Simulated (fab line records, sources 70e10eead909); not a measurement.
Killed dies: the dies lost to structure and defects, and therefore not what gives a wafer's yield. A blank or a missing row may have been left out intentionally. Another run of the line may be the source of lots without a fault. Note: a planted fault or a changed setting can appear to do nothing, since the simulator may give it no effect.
Matching of chambers	flow nandHarc	NHARC_A_STAIRCASE_ALD_415 on aldHk-04 has 4 sister chambers
The step deposits SiO2, target thk 30 nm, pulse time 6 s, ald cycles 300. 4 wafers are shown with their chamber, then 9 later ones without.

## WAFERS, EACH WITH ITS CHAMBER
wafer	chamber	heaterPowerW (W)
L078.3	1	472
L082.3	3	416
L084.3	2	421
L084.5	0	380

## WAFERS WITH NO CHAMBER GIVEN
wafer	heaterPowerW (W)
L089.2	422
L089.3	510
L089.5	506
L091.2	508
L091.4	434
L091.5	383
L095.2	382
L095.3	424
L095.6	387

## THE CHAMBER EACH PASSED THROUGH
wafer	from the rows above	in truth
L089.2	can't be placed: 2 or 3 or 0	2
L089.3	1	1
L089.5	1	1
L091.2	1	1
L091.4	can't be placed: 2 or 3 or 1 or 0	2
L091.5	can't be placed: 0 or 3 or 2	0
L095.2	can't be placed: 0 or 3 or 2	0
L095.3	can't be placed: 2 or 3 or 0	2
L095.6	can't be placed: 0 or 3 or 2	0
Correctly placed: 3 of 9. Can't be placed from these rows: 6 (the true chamber is among the candidates in 6). 0 placed wrongly.
How it was worked out, from the rows above alone: a wafer's distance from a chamber is the root of the sum, over the readings, of the square of ((its reading less the chamber's mean) divided by the reading's scatter). If the next closest chamber is less than 2 further off than the closest, the wafer can't be placed; otherwise it belongs to the closest. For every chamber, the mean is computed from those of its wafers that are shown. The scatter (one wafer shown for each chamber): square how far every hidden wafer sits from the nearest shown wafer, average those squares and take the square root.
